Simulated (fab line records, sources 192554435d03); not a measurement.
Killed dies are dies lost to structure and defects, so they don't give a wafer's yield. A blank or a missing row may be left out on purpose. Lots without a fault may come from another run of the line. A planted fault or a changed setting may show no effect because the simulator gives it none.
One fault seen from 2 desks | flow n5_finfet | each desk has only its own numbers; what lay behind them comes last

THE METROLOGY DESK
What the gauges read, lot by lot, whatever tool the lot ran on: means of the sampled wafers that have a number. A lot is out of limits, marked OUT, if its mean lies more than 4 standard deviations from the usual mean; the brackets give that distance.
Columns: A = M14_THK at N5_BEOL_M14_THK_MEAS_50, usual 550 nm; B = M14_RS at N5_BEOL_M14_RS_MEAS_54, usual 0.0331 ohm/sq
lot  | first seen here | A   | B
L525 | day 12 13:13    | 552 | 0.0332
L530 | day 13 20:05    | 554 | 0.0334
L534 | day 15 03:15    | 542 | 0.0333
L536 | day 16 02:29    | 552 | 0.0328
L538 | day 16 08:52    | 541 | 0.0336
L539 | day 17 02:24    | 555 | 0.0326
L540 | day 17 18:49    | 552 | 0.0331
This desk's finding: nothing out of limits on any of the 7 lots.

THE TOOL OWNER'S DESK: pecvd-04
The tool's own readings at N5_BEOL_M14_DEP_53 (deposits SiCN from 3MS/NH3, target thk 50 nm, time 17.8 s): means of the sampled wafers that have a number, for each lot that ran on this tool. A lot is out of limits, marked OUT, if its mean lies more than 4 standard deviations from the usual mean; the brackets give that distance.
Columns: A = showerhead_plenum_p_Torr at N5_BEOL_M14_DEP_53, usual 4.163 Torr; B = throttle_valve_pct at N5_BEOL_M14_DEP_53, usual 18.5 %
lot  | first seen here | A     | B
L530 | day 13 20:09    | 4.144 | 18.4
L534 | day 15 03:19    | 4.144 | 18.4
L536 | day 16 02:32    | 4.150 | 18.6
L538 | day 16 08:55    | 4.145 | 18.7
This desk's finding: nothing out of limits on any of the 4 lots.

PUT TOGETHER
The metrology desk saw nothing out of limits.
The tool owner's desk saw nothing out of limits.

WHAT THE SIMULATOR HAD PUT IN
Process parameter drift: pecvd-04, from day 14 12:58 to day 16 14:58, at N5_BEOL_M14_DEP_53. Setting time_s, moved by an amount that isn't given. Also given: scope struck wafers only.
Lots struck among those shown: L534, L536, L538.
